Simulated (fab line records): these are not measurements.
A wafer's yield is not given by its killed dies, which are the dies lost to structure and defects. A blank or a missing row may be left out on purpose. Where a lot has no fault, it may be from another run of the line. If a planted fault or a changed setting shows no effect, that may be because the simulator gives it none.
Matching of chambers ; flow n5_finfet ; N5_FIN_SAQP_ETCH_51 on rie_diel-06 has 4 sister chambers
The step etches SiARC in CF4, target depth 45.5 nm, time 75.8 s. 18 wafers are shown with their chamber, then 9 later ones without.

WAFERS WITH THEIR CHAMBER
wafer;chamber;throttle_valve_pct (%);drypump_motor_current_A (A);showerhead_plenum_p_Torr (Torr)
L076.2;1;15.65;6.2;2.15
L076.4;0;15.37;5.7;2.17
L076.6;1;15.62;6.1;2.15
L077.1;1;15.63;6.1;2.15
L077.2;0;15.36;5.7;2.17
L077.6;1;15.62;6.1;2.15
L079.1;1;15.64;6.1;2.15
L079.2;0;15.37;5.7;2.17
L079.3;3;15.76;5.8;2.16
L081.1;2;15.18;6.1;2.22
L081.5;1;15.66;6.1;2.14
L081.6;0;15.38;5.7;2.17
L085.1;3;15.80;5.8;2.15
L085.2;0;15.39;5.7;2.17
L085.6;3;15.79;5.8;2.15
L086.1;3;15.79;5.8;2.15
L086.3;0;15.40;5.7;2.17
L086.5;3;15.81;5.8;2.15

SIGNATURES, as means of the wafers listed above
reading;chamber 0;chamber 1;chamber 2;chamber 3;scatter within a chamber
throttle_valve_pct;15.3783;15.6367;15.1800;15.7900;0.0165
drypump_motor_current_A;5.700;6.117;6.100;5.800;0.0244
showerhead_plenum_p_Torr;2.1700;2.1483;2.2200;2.1520;0.00342
Rule: for a wafer and a chamber, the distance is found by dividing, reading by reading, the gap between the wafer's reading and the chamber's mean by the reading's scatter, squaring, summing and taking the root. The wafer belongs to the nearest chamber; if the next one is less than 2 further off, it can't be placed. How the scatter is found: for the shown wafers, subtract from each reading the mean of its chamber, square and add these, divide the total by (wafers less chambers), then take the root.

WAFERS WHOSE CHAMBER IS MISSING
wafer;throttle_valve_pct (%);drypump_motor_current_A (A);showerhead_plenum_p_Torr (Torr)
L087.1;15.42;5.7;2.17
L087.2;15.81;5.8;2.15
L087.3;15.68;6.2;2.14
L095.1;15.85;5.8;2.15
L095.3;15.19;6.1;2.22
L095.6;15.69;6.2;2.13
L097.1;15.46;5.7;2.16
L097.3;15.71;6.2;2.13
L097.6;15.87;5.8;2.14

EACH ONE'S CHAMBER
wafer;from the rows above;in truth
L087.1;0;0
L087.2;3;3
L087.3;1;1
L095.1;3;3
L095.3;2;2
L095.6;1;1
L097.1;0;0
L097.3;1;1
L097.6;3;3
Placed correctly: 9 of 9. From these rows, 0 cannot be placed. 0 placed wrongly.
